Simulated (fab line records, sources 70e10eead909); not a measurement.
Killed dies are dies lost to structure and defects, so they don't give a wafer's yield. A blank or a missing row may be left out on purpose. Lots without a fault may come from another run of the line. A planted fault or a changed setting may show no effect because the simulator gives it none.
fab line records | flow nand_harc
record lots=5 wafers=15 last_day=33
route steps=1302 shown A_STAIRCASE@862 A_SGD_CUT@890
lots that met no fault: from a run of the same line without faults
start_h: hours from the record's first day to the start of the lot's first wafer shown | wait_h: hours since the lot's step before | " the same as in the row above | L1.1+2: a row that stands for several wafers | - no value, or no start given | * or withheld: withheld | < > ~ a bound
route shown NAME@n: a module of which the file shows steps, and the number in the route of the first | usual: mean/standard deviation of fault-free wafers | same: alike in all rows | chamber/n: place in a boat | sites: the reading at each site | _std_site: their standard deviation | _edge_site: outer sites' mean less inner sites' | radius_mm: how far each site lies from the wafer's centre | mask NAME#n: copy n | behind: the tool/chamber that last shaped the wafer | hold: why the lot was held/for how many hours/how that ended | device: the transistor (n, p or np) that didn't switch | end of line: the same wafers' tests at the end of the route | a step without rows: its recipe alone | killed: dies lost to structure and defects at the first sort, not the wafer's yield | map: a wafer's dies, x killed, . not, _ none there
set.NAME: the setting as run; set.NAME@STEP: as run at that earlier step | model.NAME: the simulator's own value behind a step, which no gauge read
lots at some steps of the route; a table a step, a row a wafer
services: from which hour (start_h, from the record's first day; less than 0 if before it) a tool's chamber was out of use, for how many hours, and why
## steps
# step NHARC_A_STAIRCASE_SOFTBAKE_436
# recipe temp_c=135 time_s=170
# columns lot.wafer tool chamber start_h wait_h
L081.2+4+6 litho_track-03 0 - -
L084.2+5+6 litho_track-05 0 - -
L086.2+3+6 litho_track-05 0 - -
L089.1+3+4 litho_track-05 0 - -
L093.4+5+6 litho_track-03 0 - -
# step NHARC_A_STAIRCASE_EBR_437
# columns lot.wafer tool chamber start_h wait_h
L081.2+4+6 litho_track-03 0 - -
L084.2+5+6 litho_track-05 0 - -
L086.2+3+6 litho_track-05 0 - -
L089.1+3+4 litho_track-05 0 - -
L093.4+5+6 litho_track-03 0 - -
# step NHARC_A_STAIRCASE_EXPOSE_438
# recipe na=0.5 dose_mj=28.97 mask_id=STAIR_REV
# usual exposure_dose_mJ_cm2=28.98/0.03 stage_vel_mm_s=500.10/0.27
# columns lot.wafer tool chamber start_h wait_h mask exposure_dose_mJ_cm2 stage_vel_mm_s
L081.2 krf_scanner-03 0 480.58 - STAIR_REV#0 29.02 499.95
L081.4 " 0 " " STAIR_REV#0 28.97 500.05
L081.6 " 0 " " STAIR_REV#0 28.98 500.08
L084.2 krf_scanner-02 0 535.01 - STAIR_REV#0 28.92 499.79
L084.5 " 0 " " STAIR_REV#0 28.98 500.03
L084.6 " 0 " " STAIR_REV#0 28.95 500.17
L086.2 krf_scanner-03 0 557.32 - STAIR_REV#0 28.98 500.44
L086.3 " 0 " " STAIR_REV#0 29.02 499.92
L086.6 " 0 " " STAIR_REV#0 28.96 500.16
L089.1 krf_scanner-02 0 574.95 - STAIR_REV#0 28.98 500.65
L089.3 " 0 " " STAIR_REV#0 28.93 500.13
L089.4 " 0 " " STAIR_REV#0 28.94 500.38
L093.4 krf_scanner-02 0 646.07 - STAIR_REV#0 28.95 499.72
L093.5 " 0 " " STAIR_REV#0 29.03 499.69
L093.6 " 0 " " STAIR_REV#0 28.98 499.81
# step NHARC_A_STAIRCASE_PEB_439
# recipe peb_temp_c=115 peb_time_s=130
# columns lot.wafer tool chamber start_h wait_h
L081.2+4+6 litho_track-03 0 480.64 0.1
L084.2+5+6 litho_track-05 0 535.07 0.1
L086.2+3+6 litho_track-07 0 557.38 0.1
L089.1+3+4 litho_track-07 0 575.01 0.1
L093.4+5+6 litho_track-03 0 646.12 0.0
# step NHARC_A_STAIRCASE_DEVELOP_440
# recipe time_s=140
# columns lot.wafer tool chamber start_h wait_h
L081.2+4+6 litho_track-03 0 - -
L084.2+5+6 litho_track-05 0 - -
L086.2+3+6 litho_track-07 0 - -
L089.1+3+4 litho_track-07 0 - -
L093.4+5+6 litho_track-03 0 - -
# step NHARC_A_STAIRCASE_HARDBAKE_442
# recipe temp_c=120 time_s=140
# columns lot.wafer tool chamber start_h wait_h
L081.2+4+6 litho_track-07 0 480.87 -
L084.2+5+6 litho_track-05 0 535.29 -
L086.2+3+6 litho_track-03 0 557.60 -
L089.1+3+4 litho_track-05 0 575.23 -
L093.4+5+6 litho_track-05 0 646.35 -
# step NHARC_A_STAIRCASE_DESCUM_443
# recipe time_s=3 o2_flow_sccm=200 ar_flow_sccm=0 bias_power_w=0 chemistry=O2
# usual drypump_motor_current_A=5.6/0.49 oes_product_au=0.999/0.0078 rf_vpp_V=57.7/0.85 showerhead_plenum_p_Torr=1.91/0.079 throttle_valve_pct=11.311/0.0085
# columns lot.wafer tool chamber start_h wait_h drypump_motor_current_A oes_product_au rf_hours_counter_h rf_vpp_V showerhead_plenum_p_Torr throttle_valve_pct
L081.2 rie_diel-01 0 480.97 - 5.7 0.995 37 57.8 1.84 11.312
L081.4 " 3 " " 5.1 1.001 - 57.6 1.99 11.311
L081.6 " 2 " " 5.1 0.996 - 58.7 1.92 11.319
L084.2 rie_diel-01 2 535.41 - 5.1 0.996 45 57.0 1.91 11.310
L084.5 " 3 " " 5.1 1.003 - 57.3 1.98 11.326
L084.6 " 0 " " 5.7 0.992 - 56.8 1.84 11.296
L086.2 rie_diel-07 2 557.69 - 6.7 1.009 24 57.9 1.93 11.302
L086.3 " 3 " " 5.4 0.990 29 58.6 1.93 11.326
L086.6 " 2 " " 6.7 1.009 - 58.3 1.93 11.334
L089.3 rie_diel-01 2 575.35 - 5.1 1.000 2 56.7 1.91 11.310
L089.1 " 3 " " 5.1 1.013 2 58.8 1.98 11.312
L089.4 " 1 " " 5.1 1.006 2 58.1 2.06 11.318
L093.4 rie_diel-07 3 646.43 - 5.4 0.996 60 58.0 1.92 11.301
L093.6 " 2 " " 6.7 1.013 - 57.1 1.92 11.304
L093.5 " 3 " " 5.3 1.005 - 58.3 1.92 11.320
# step NHARC_A_STAIRCASE_ETCH_444
# recipe target_depth_a=2.04e+05 time_s=6800 c4f8_flow_sccm=20 o2_flow_sccm=10 ar_flow_sccm=withheld rf_w=600 bias_w=1000 chemistry=C4F8/O2
# usual oes_product_au=0.929/0.013 rf_vpp_V=807/4.2
# columns lot.wafer tool chamber start_h wait_h oes_product_au rf_hours_counter_h rf_vpp_V
L081.2 rie_diel-01 3 481.68 0.7 0.920 38 811
L081.4 " 2 482.94 1.9 0.920 - 807
L081.6 " 0 484.19 3.2 0.918 - 803
L084.2 rie_diel-01 2 536.01 0.6 0.923 46 806
L084.5 " 1 537.43 2.0 0.924 - 816
L084.6 " 2 " " 0.928 - 807
L086.3 rie_diel-07 1 558.70 1.0 0.926 25 804
L086.2 " 2 " " 0.934 25 809
L086.6 " 0 " " 0.916 - 804
L089.3 rie_diel-01 3 575.51 0.2 0.935 3 810
L089.4 " 0 " " 0.936 3 804
L089.1 " 1 " " 0.952 3 814
L093.4 rie_diel-07 2 646.99 0.5 0.937 56 807
L093.6 " 1 648.43 2.0 0.916 - 807
L093.5 " 2 " " 0.937 - 808
# step NHARC_A_STAIRCASE_STRIP_446
# recipe power_w=1500 temp_c=250 chemistry=O2
# usual drypump_motor_current_A=5.62/0.13 heater_power_w=361/34
# columns lot.wafer tool chamber start_h wait_h drypump_motor_current_A heater_power_w rf_hours_counter_h
L081.2 plasma_asher-01 1 486.42 0.1 5.56 341 27
L081.4 " 0 " " 5.43 325 -
L081.6 " 1 " " 5.55 334 -
L084.2 plasma_asher-01 1 539.93 0.0 5.55 335 1
L084.6 " 1 " " 5.56 333 -
L084.5 " 0 " " 5.44 306 -
L086.2 plasma_asher-01 1 562.15 0.1 5.55 330 4
L086.3 " 0 " " 5.42 319 -
L086.6 " 1 " " 5.58 330 -
L089.1 plasma_asher-02 0 579.94 0.0 5.80 358 33
L089.4 " 0 " " 5.79 360 -
L089.3 " 1 " " 5.66 401 -
L093.4 plasma_asher-02 0 651.08 0.2 5.82 370 -
L093.6 " 1 " " 5.65 407 -
L093.5 " 0 " " 5.78 377 -
# step NHARC_A_STAIRCASE_STRIP_447
# recipe time_s=900 temp_c=130 chemistry=SPM
# columns lot.wafer tool chamber start_h wait_h
L081.2+4+6 wet_bench-05 5,1,2 486.72 0.3
L084.6+5+2 wet_bench-01 1,4,6 540.28 0.1
L086.3+6+2 wet_bench-09 2,4,6 562.46 0.2
L089.4+1+3 wet_bench-01 7,1,2 580.29 0.2
L093.6+5+4 wet_bench-01 6,1,2 651.28 0.1
# step NHARC_A_STAIRCASE_PRECLEAN_448
# recipe time_s=* temp_c=50 bath_age_min=0 chemistry=SC1
# usual diw_flow_mL_min=1415/4.1
# columns lot.wafer tool chamber start_h wait_h diw_flow_mL_min
L081.2 wet_bench-05 5 - - 1411
L081.4 " 1 " " 1417
L081.6 " 2 " " 1413
L084.6 wet_bench-01 1 - - 1419
L084.5 " 4 " " 1418
L084.2 " 6 " " 1417
L086.3 wet_bench-09 2 - - 1418
L086.6 " 4 " " 1416
L086.2 " 6 " " 1411
L089.4 wet_bench-01 7 - - 1416
L089.1 " 1 " " 1413
L089.3 " 2 " " 1407
L093.6 wet_bench-01 6 - - 1415
L093.5 " 1 " " 1412
L093.4 " 2 " " 1411
# step NHARC_A_STAIRCASE_SRD_449
# columns lot.wafer tool chamber start_h wait_h
L081.2+4+6 wet_bench-05 5,1,2 - -
L084.6+5+2 wet_bench-01 1,4,6 - -
L086.3+6+2 wet_bench-09 2,4,6 - -
L089.4+1+3 wet_bench-01 7,1,2 - -
L093.6+5+4 wet_bench-01 6,1,2 - -
# step NHARC_A_STAIRCASE_CMP_450
# recipe target_thk_nm=200 material=SiO2
# usual motor_current_A=12.4/1.2
# columns lot.wafer tool chamber start_h wait_h motor_current_A
L081.4 cmp-03 2 487.17 - 12.0
L081.2 " 3 " " 12.9
L081.6 " 2 " " 11.4
L084.2 cmp-03 1 540.84 - 12.0
L084.5 " 3 " " 12.7
L084.6 " 0 " " 11.2
L086.2 cmp-03 1 562.90 - 11.9
L086.3 " 0 " " 10.5
L086.6 " 2 " " 12.4
L089.1 cmp-03 0 580.83 - 10.8
L089.3 " 1 " " 10.8
L089.4 " 3 " " 12.9
L093.4 cmp-03 3 651.76 - 12.7
L093.5 " 1 " " 11.2
L093.6 " 2 " " 12.4
# step NHARC_A_STAIRCASE_CMP_152
# usual motor_current_A=12.4/1.2
# columns lot.wafer tool chamber start_h wait_h motor_current_A
L081.4 cmp-03 2 487.25 0.1 12.6
L081.2 " 3 " " 13.2
L081.6 " 2 " " 12.3
L084.2 cmp-03 1 540.91 0.1 12.0
L084.5 " 3 " " 12.6
L084.6 " 0 " " 10.3
L086.2 cmp-03 1 562.98 0.1 11.7
L086.3 " 0 " " 10.9
L086.6 " 2 " " 11.9
L089.1 cmp-03 0 580.91 0.1 11.0
L089.3 " 1 " " 12.0
L089.4 " 3 " " 12.5
L093.4 cmp-03 3 651.83 0.1 13.6
L093.5 " 1 " " 12.4
L093.6 " 2 " " 12.6
# step NHARC_A_STAIRCASE_SRD_154
# columns lot.wafer tool chamber start_h wait_h
L081.6+2+4 wet_bench-09 1,3,4 487.53 0.0
L084.5+2+6 wet_bench-01 3,4,5 541.18 0.0
L086.2+6+3 wet_bench-09 1,2,3 563.31 0.1
L089.4+1+3 wet_bench-09 2,3,5 581.20 0.0
L093.6+4+5 wet_bench-01 0,2,4 652.10 0.0
# step NHARC_A_STAIRCASE_ETCH_403
# recipe target_depth_a=1082 chemistry=dHF material=SiO2
# columns lot.wafer tool chamber start_h wait_h
L081.6+2+4 wet_bench-09 1,3,4 487.56 0.0
L084.5+2+6 wet_bench-01 3,4,5 541.23 0.0
L086.2+6+3 wet_bench-09 1,2,3 563.34 0.0
L089.4+1+3 wet_bench-09 2,3,5 581.23 0.0
L093.6+4+5 wet_bench-01 0,2,4 652.12 0.0
# step NHARC_A_STAIRCASE_ETCHBACK_422
# recipe target_depth_a=400 over_etch_frac=0.3 time_s=74.286 ion_energy_ev=120 ch3f_flow_sccm=50 o2_flow_sccm=30 ar_flow_sccm=200 rf_w=500 bias_w=100 chemistry=CH3F/O2
# usual drypump_motor_current_A=5.7/0.49 oes_product_au=0.95/0.033 rf_vpp_V=243.9/1.4 showerhead_plenum_p_Torr=2.43/0.085 throttle_valve_pct=20.663/0.0096
# columns lot.wafer tool chamber start_h wait_h drypump_motor_current_A oes_product_au rf_hours_counter_h rf_vpp_V showerhead_plenum_p_Torr throttle_valve_pct
L081.2 rie_diel-01 0 487.74 0.2 5.7 0.99 42 243.8 2.37 20.652
L081.4 " 2 " " 5.1 0.99 - 244.3 2.46 20.660
L081.6 " 3 " " 5.1 1.00 - 246.2 2.55 20.647
L084.2 rie_diel-07 0 541.52 0.3 6.2 0.92 23 242.6 2.38 20.664
L084.6 " 0 " " 6.3 0.93 - 242.6 2.38 20.674
L084.5 " 1 " " 5.7 0.94 - 244.8 2.45 20.661
L086.2 rie_diel-07 3 563.49 0.1 5.3 1.00 33 245.1 2.48 20.675
L086.3 " 1 " " 5.7 0.97 26 242.4 2.45 20.668
L086.6 " 0 " " 6.2 0.99 - 243.7 2.37 20.659
L089.1 rie_diel-07 3 581.39 0.2 5.3 0.92 38 243.2 2.48 20.655
L089.3 " 0 " " 6.3 0.93 39 242.4 2.37 20.685
L089.4 " 1 " " 5.7 0.93 31 243.6 2.45 20.652
L093.4 rie_diel-04 0 652.28 0.1 5.5 0.93 36 242.9 2.37 20.665
L093.5 " 3 " " 6.2 0.91 - 243.2 2.29 20.674
L093.6 " 0 " " 5.5 0.93 - 244.5 2.37 20.664
# step NHARC_A_STAIRCASE_ETCH_423
# recipe target_depth_a=300 chemistry=dHF material=SiO2
# columns lot.wafer tool chamber start_h wait_h
L081.6+2+4 wet_bench-05 2,4,5 487.90 0.1
L084.2+5+6 wet_bench-09 7,0,3 541.69 0.2
L086.6+3+2 wet_bench-05 4,6,0 563.67 -
L089.4+3+1 wet_bench-01 3,4,5 581.61 0.2
L093.6+4+5 wet_bench-01 4,5,6 652.44 0.1
# step NHARC_A_STAIRCASE_ETCHBACK_157
# recipe target_depth_a=900 over_etch_frac=0.3 time_s=167.14 ion_energy_ev=120 ch3f_flow_sccm=50 o2_flow_sccm=30 ar_flow_sccm=200 rf_w=500 bias_w=100 chemistry=CH3F/O2
# usual drypump_motor_current_A=5.8/0.48 oes_product_au=0.97/0.033 rf_vpp_V=243.8/1.5 showerhead_plenum_p_Torr=2.42/0.079 throttle_valve_pct=20.664/0.0088
# columns lot.wafer tool chamber start_h wait_h drypump_motor_current_A oes_product_au rf_hours_counter_h rf_vpp_V showerhead_plenum_p_Torr throttle_valve_pct
L081.4 rie_diel-07 3 488.10 0.2 5.4 1.01 6 244.6 2.49 20.657
L081.2 " 0 " " 6.3 1.00 6 242.7 2.39 20.661
L081.6 " 3 " " 5.4 1.00 - 244.3 2.49 20.665
L084.2 rie_diel-07 0 541.97 0.3 6.2 0.99 23 243.0 2.38 20.663
L084.6 " 1 " " 5.7 0.99 - 243.6 2.45 20.655
L084.5 " 2 " " 6.7 1.00 - 245.8 2.48 20.663
L086.3 rie_diel-04 3 563.99 0.3 6.2 1.00 2 241.3 2.30 20.669
L086.2 " 1 " " 5.7 1.01 3 243.2 2.44 20.661
L086.6 " 1 " " 5.7 1.00 - 242.8 2.44 20.677
L089.1 rie_diel-04 2 581.80 0.1 5.3 1.00 7 242.3 2.34 20.663
L089.3 " 0 " " 5.5 1.01 6 244.0 2.38 20.674
L089.4 " 1 " " 5.7 1.01 8 244.6 2.44 20.661
L093.4 rie_diel-04 3 652.63 0.2 6.2 0.95 33 243.1 2.29 20.672
L093.5 " 3 " " 6.2 0.96 - 241.6 2.29 20.658
L093.6 " 0 " " 5.5 0.94 - 243.6 2.37 20.651
# step NHARC_A_STAIRCASE_STRIP_475
# recipe time_s=20 o2_flow_sccm=500 ar_flow_sccm=0 bias_w=0 chemistry=O2
# usual drypump_motor_current_A=5.8/0.48 oes_product_au=1.003/0.007 rf_vpp_V=57.8/0.85 showerhead_plenum_p_Torr=3.48/0.11 throttle_valve_pct=17.037/0.0085
# columns lot.wafer tool chamber start_h wait_h drypump_motor_current_A oes_product_au rf_hours_counter_h rf_vpp_V showerhead_plenum_p_Torr throttle_valve_pct
L081.4 rie_diel-07 1 - - 5.7 0.995 3 58.6 3.53 17.038
L081.2 " 2 " " 6.6 1.009 3 57.7 3.57 17.041
L081.6 " 0 " " 6.2 1.008 - 57.4 3.43 17.034
L084.2 rie_diel-07 2 - - 6.7 1.016 20 57.5 3.56 17.029
L084.6 " 0 " " 6.3 0.996 - 57.2 3.42 17.026
L084.5 " 1 " " 5.7 1.001 - 58.3 3.52 17.046
L086.3 rie_diel-04 3 564.25 0.2 6.2 0.995 2 57.1 3.31 17.049
L086.2 " 2 " " 5.3 0.999 3 57.7 3.36 17.018
L086.6 " 1 " " 5.7 1.001 - 59.0 3.50 17.039
L089.1 rie_diel-04 0 - - 5.5 1.013 7 57.4 3.42 17.043
L089.3 " 2 " " 5.3 1.000 8 59.1 3.36 17.037
L089.4 " 3 " " 6.2 0.991 6 58.8 3.31 17.043
L093.4 rie_diel-04 3 - - 6.2 0.996 33 56.4 3.29 17.044
L093.6 " 0 " " 5.5 1.013 - 58.7 3.41 17.041
L093.5 " 1 " " 5.7 1.005 - 56.7 3.48 17.035
# step NHARC_A_STAIRCASE_DEP_471
# recipe target_thk_a=1000 temp_c=400 pressure_torr=6.5 rf_w=900 teos_flow_sccm=161.4 flow_sccm=2650 target_thk_nm=100 gas=O2 material=SiO2
# usual heater_power_w=559/68 throttle_valve_pct=15.8/0.54
# columns lot.wafer tool chamber start_h wait_h heater_power_w throttle_valve_pct
L081.2 pecvd-01 1 488.38 - 492 15.8
L081.4 " 1 " " 494 15.8
L081.6 " 0 " " 472 16.3
L084.2 pecvd-01 0 542.45 - 550 15.6
L084.5 " 2 " " 573 14.9
L084.6 " 0 " " 566 15.6
L086.3 pecvd-01 0 564.38 - 647 15.6
L086.2 " 1 " " 565 15.6
L086.6 " 0 " " 686 15.7
L089.1 pecvd-03 2 582.10 - 583 14.7
L089.3 " 0 " " 554 16.1
L089.4 " 1 " " 558 15.8
L093.5 pecvd-04 1 653.00 - 534 15.8
L093.6 " 2 " " 514 16.0
L093.4 " 0 " " 540 17.1
# step NHARC_A_STAIRCASE_CMP_472
# recipe material=SiO2
# usual motor_current_A=12.7/1.3
# columns lot.wafer tool chamber start_h wait_h motor_current_A
L081.2 cmp-02 2 488.71 0.3 12.7
L081.4 " 3 " " 11.6
L081.6 " 1 " " 12.5
L084.2 cmp-03 0 542.70 0.2 10.6
L084.6 " 0 " " 10.2
L084.5 " 1 " " 11.6
L086.2 cmp-03 2 564.70 0.3 12.2
L086.3 " 3 " " 12.1
L086.6 " 1 " " 11.7
L089.1 cmp-04 0 582.40 0.3 14.9
L089.4 " 1 " " 12.7
L089.3 " 2 " " 12.7
L093.4 cmp-04 2 653.26 0.2 12.8
L093.6 " 3 " " 13.6
L093.5 " 0 " " 14.6
# step NHARC_A_STAIRCASE_SRD_474
# columns lot.wafer tool chamber start_h wait_h
L081.4+6+2 wet_bench-09 5,6,1 488.92 0.0
L084.5+6+2 wet_bench-01 2,3,7 542.96 0.0
L086.6+3+2 wet_bench-09 0,1,2 564.91 0.0
L089.1+4+3 wet_bench-05 5,7,0 582.63 0.0
L093.4+6+5 wet_bench-09 3,5,0 653.45 0.0
# step NHARC_A_STAIRCASE_INSPECT_155
# usual raw_defect_count=435/130
# columns lot.wafer tool chamber start_h wait_h raw_defect_count
L081.2 defect_inspect-01 - 489.00 0.1 453
L081.4 " - " " 546
L081.6 " - " " 469
L084.2 defect_inspect-02 - 543.06 0.1 355
L084.5 " - " " 280
L084.6 " - " " 348
L086.2 defect_inspect-01 - 564.99 0.1 410
L086.3 " - " " 338
L086.6 " - " " 346
L089.1 defect_inspect-01 - 582.72 0.1 376
L089.3 " - " " 274
L089.4 " - " " 207
L093.4 defect_inspect-01 - 653.55 0.1 428
L093.5 " - " " 442
L093.6 " - " " 403
# step NHARC_A_SGD_CUT_DEP_00
# recipe target_thk_a=500 temp_c=400 target_thk_nm=50 flow_sccm=200 rf_w=450 material=SiNx
# usual heater_power_w=677/85
# columns lot.wafer tool chamber start_h wait_h heater_power_w
L081.2 pecvd-02 1 489.13 0.1 568
L081.6 " 0 " " 677
L081.4 " 1 " " 578
L084.2 pecvd-02 2 543.19 0.1 616
L084.6 " 1 " " 577
L084.5 " 2 " " 627
L086.2 pecvd-01 2 565.05 0.1 700
L086.3 " 0 " " 685
L086.6 " 2 " " 716
L089.1 pecvd-02 2 582.78 0.1 755
L089.3 " 1 " " 508
L089.4 " 0 " " 681
L093.5 pecvd-02 0 653.70 0.2 658
L093.4 " 1 " " 630
L093.6 " 2 " " 820
# step NHARC_A_SGD_CUT_DEHYDRATE_01
# recipe temp_c=150 time_s=120
# columns lot.wafer tool chamber start_h wait_h
L081.2+4+6 litho_track-01 0 489.34 0.2
L084.2+5+6 litho_track-06 0 543.40 0.2
L086.2+3+6 litho_track-06 0 565.33 0.2
L089.1+3+4 litho_track-01 0 583.06 0.2
L093.4+5+6 litho_track-04 0 653.88 0.1
# step NHARC_A_SGD_CUT_HMDS_02
# recipe time_s=30
# columns lot.wafer tool chamber start_h wait_h
L081.2+4+6 litho_track-01 0 - -
L084.2+5+6 litho_track-06 0 - -
L086.2+3+6 litho_track-06 0 - -
L089.1+3+4 litho_track-01 0 - -
L093.4+5+6 litho_track-04 0 - -
# step NHARC_A_SGD_CUT_COAT_56
# recipe temp_c=260 time_s=75
# columns lot.wafer tool chamber start_h wait_h
L081.2+4+6 litho_track-01 0 - -
L084.2+5+6 litho_track-06 0 - -
L086.2+3+6 litho_track-06 0 - -
L089.1+3+4 litho_track-01 0 - -
L093.4+5+6 litho_track-04 0 - -
# step NHARC_A_SGD_CUT_COAT_57
# recipe temp_c=225 time_s=65
# columns lot.wafer tool chamber start_h wait_h
L081.2+4+6 litho_track-01 0 - -
L084.2+5+6 litho_track-06 0 - -
L086.2+3+6 litho_track-06 0 - -
L089.1+3+4 litho_track-01 0 - -
L093.4+5+6 litho_track-04 0 - -
# step NHARC_A_SGD_CUT_COAT_03
# recipe spin_rpm=1500 resist_thk_nm=90
# columns lot.wafer tool chamber start_h wait_h
L081.2+4+6 litho_track-01 0 - -
L084.2+5+6 litho_track-06 0 - -
L086.2+3+6 litho_track-06 0 - -
L089.1+3+4 litho_track-01 0 - -
L093.4+5+6 litho_track-04 0 - -
# step NHARC_A_SGD_CUT_SOFTBAKE_04
# recipe temp_c=105 time_s=55
# columns lot.wafer tool chamber start_h wait_h
L081.2+4+6 litho_track-01 0 - -
L084.2+5+6 litho_track-06 0 - -
L086.2+3+6 litho_track-06 0 - -
L089.1+3+4 litho_track-01 0 - -
L093.4+5+6 litho_track-04 0 - -
# step NHARC_A_SGD_CUT_EBR_05
# columns lot.wafer tool chamber start_h wait_h
L081.2+4+6 litho_track-01 0 - -
L084.2+5+6 litho_track-06 0 - -
L086.2+3+6 litho_track-06 0 - -
L089.1+3+4 litho_track-01 0 - -
L093.4+5+6 litho_track-04 0 - -
# step NHARC_A_SGD_CUT_EXPOSE_06
# recipe na=1.35 dose_mj=85.59 mask_id=SGD
# usual exposure_dose_mJ_cm2=85.53/0.086 stage_vel_mm_s=499.90/0.25
# columns lot.wafer tool chamber start_h wait_h mask exposure_dose_mJ_cm2 stage_vel_mm_s
L081.2 arfi_scanner-02 0 489.66 - SGD#0 85.46 500.19
L081.4 " 0 " " SGD#0 85.54 500.23
L081.6 " 0 " " SGD#0 85.54 499.85
L084.2 arfi_scanner-02 0 543.72 - SGD#0 85.43 499.91
L084.5 " 0 " " SGD#0 85.36 500.02
L084.6 " 0 " " SGD#0 85.42 499.81
L086.2 arfi_scanner-01 0 565.65 - SGD#0 85.48 499.81
L086.3 " 0 " " SGD#0 85.53 499.49
L086.6 " 0 " " SGD#0 85.53 499.81
L089.1 arfi_scanner-01 0 583.24 - SGD#0 85.51 499.65
L089.3 " 0 " " SGD#0 85.49 499.86
L089.4 " 0 " " SGD#0 85.40 500.37
L093.4 arfi_scanner-01 0 654.08 - SGD#0 85.42 499.79
L093.5 " 0 " " SGD#0 85.46 499.99
L093.6 " 0 " " SGD#0 85.41 499.79
# step NHARC_A_SGD_CUT_PEB_07
# recipe peb_temp_c=100 peb_time_s=65
# columns lot.wafer tool chamber start_h wait_h
L081.2+4+6 litho_track-04 0 489.72 0.1
L084.2+5+6 litho_track-01 0 543.78 0.1
L086.2+3+6 litho_track-04 0 565.70 0.1
L089.1+3+4 litho_track-04 0 583.30 0.1
L093.4+5+6 litho_track-06 0 654.13 0.0
# step NHARC_A_SGD_CUT_DEVELOP_08
# recipe develop_time_s=35 dev_temp_c=23
# same develop_time_s=35
# columns lot.wafer tool chamber start_h wait_h
L081.2+4+6 litho_track-04 0 - -
L084.2+5+6 litho_track-01 0 - -
L086.2+3+6 litho_track-04 0 - -
L089.1+3+4 litho_track-04 0 - -
L093.4+5+6 litho_track-06 0 - -
# step NHARC_A_SGD_CUT_CD_MEAS_09
# recipe target_cd_nm=100 landing_energy_ev=500
# usual cd_nm=100.0/0.43
# columns lot.wafer tool chamber start_h wait_h cd_nm
L081.2 cd_sem-03 0 489.80 - 99.3
L081.4 " 0 " " 99.1
L081.6 " 0 " " 99.4
L084.2 cd_sem-03 0 543.86 - 100.2
L084.5 " 0 " " 100.3
L084.6 " 0 " " 99.6
L086.2 cd_sem-02 0 565.78 - 100.7
L086.3 " 0 " " 100.4
L086.6 " 0 " " 100.4
L089.1 cd_sem-01 0 583.38 - 100.0
L089.3 " 0 " " 100.6
L089.4 " 0 " " 101.0
L093.4 cd_sem-03 0 654.22 - 99.7
L093.5 " 0 " " 99.7
L093.6 " 0 " " 99.6
# step NHARC_A_SGD_CUT_OVL_MEAS_10
# usual overlay_x_nm=-0.1/0.65 overlay_y_nm=0.1/1
# columns lot.wafer tool chamber start_h wait_h overlay_x_nm overlay_y_nm
L081.2 overlay-02 - 489.88 - -0.8 -1.6
L081.4 " - " " -1.0 -1.3
L081.6 " - " " -0.8 -1.5
L084.2 overlay-02 - 543.94 - 1.3 0.0
L084.5 " - " " 1.7 0.1
L084.6 " - " " 0.9 0.0
L086.2 overlay-02 - 565.87 - 0.1 -1.0
L086.3 " - " " -0.2 -1.0
L086.6 " - " " -0.3 -0.5
L089.1 overlay-02 - 583.47 - -1.1 -0.8
L089.3 " - " " 0.0 -1.1
L089.4 " - " " -0.5 -0.5
L093.4 overlay-01 - 654.30 - -0.2 1.5
L093.5 " - " " -0.2 1.7
L093.6 " - " " 0.3 1.7
# step NHARC_A_SGD_CUT_INSPECT_11
# usual raw_defect_count=50/32
# columns lot.wafer tool chamber start_h wait_h raw_defect_count
L081.2 defect_inspect-02 - 489.92 0.0 21
L081.4 " - " " 25
L081.6 " - " " 13
L084.2 defect_inspect-02 - 543.98 0.0 31
L084.5 " - " " 29
L084.6 " - " " 35
L086.2 defect_inspect-02 - 565.91 0.0 55
L086.3 " - " " 56
L086.6 " - " " 45
L089.1 defect_inspect-02 - 583.50 0.0 40
L089.3 " - " " 42
L089.4 " - " " 32
L093.4 defect_inspect-01 - 654.33 0.0 8
L093.5 " - " " 9
L093.6 " - " " 5
# step NHARC_A_SGD_CUT_DESCUM_14
# recipe time_s=3 o2_flow_sccm=200 ar_flow_sccm=0 bias_power_w=0 chemistry=O2
# usual drypump_motor_current_A=5.84/0.27 oes_product_au=1.000/0.0078 rf_vpp_V=58.0/0.82 showerhead_plenum_p_Torr=1.96/0.075 throttle_valve_pct=11.311/0.0096
# columns lot.wafer tool chamber start_h wait_h drypump_motor_current_A oes_product_au rf_hours_counter_h rf_vpp_V showerhead_plenum_p_Torr throttle_valve_pct
L081.4 rie_diel-03 1 489.98 0.1 5.83 0.999 2 57.6 1.90 11.311
L081.2 " 3 " " 6.12 0.996 2 55.7 1.78 11.313
L081.6 " 1 " " 5.85 0.994 - 58.6 1.90 11.325
L084.2 rie_diel-03 2 544.06 0.1 6.28 1.008 7 57.5 2.03 11.285
L084.6 " 0 " " 5.64 1.008 - 57.8 1.86 11.312
L084.5 " 1 " " 5.82 0.999 - 58.3 1.89 11.312
L086.3 rie_diel-03 3 565.98 0.1 6.12 1.023 9 57.9 1.78 11.307
L086.2 " 0 " " 5.65 1.004 8 57.0 1.86 11.310
L086.6 " 2 " " 6.26 0.996 - 57.9 2.03 11.304
L089.3 rie_diel-08 2 583.57 0.1 5.49 1.011 1 56.8 1.97 11.302
L089.1 " 3 " " 6.20 0.997 1 57.6 2.04 11.302
L089.4 " 0 " " 5.88 1.009 1 56.5 1.93 11.323
L093.4 rie_diel-05 0 654.40 0.1 6.17 1.003 3 57.5 1.95 11.305
L093.5 " 3 " " 5.70 1.001 - 58.5 2.01 11.297
L093.6 " 0 " " 6.14 0.996 - 56.0 1.95 11.308
## services
# columns tool chamber start_h hours kind
rie_diel-07 - 472.81 9.0 pm
litho_track-05 - 474.00 7.0 pm
rie_diel-01 1 474.69 16.8 repair
rie_diel-01 0 491.18 4.9 repair
cmp-03 - 504.32 11.6 repair
litho_track-01 - 505.00 7.0 pm
rie_diel-01 2 514.02 7.7 repair
rie_diel-04 0 520.71 8.1 repair
wet_bench-09 - 528.84 8.0 pm
litho_track-06 - 529.00 7.0 pm
rie_diel-04 - 534.29 9.0 pm
litho_track-04 - 553.00 7.0 pm
cmp-03 - 554.00 4.0 pm
rie_diel-01 - 560.44 9.0 pm
rie_diel-04 0 563.20 2.9 repair
wet_bench-01 - 584.57 4.7 repair
rie_diel-04 2 588.21 18.9 repair
litho_track-03 - 625.01 7.0 pm
wet_bench-01 - 629.60 8.0 pm
rie_diel-01 2 643.59 19.3 repair
cmp-03 - 648.69 2.1 repair
litho_track-05 - 649.00 7.0 pm
rie_diel-07 - 649.81 9.0 pm
cmp-03 - 652.00 4.0 pm
## key
fault none
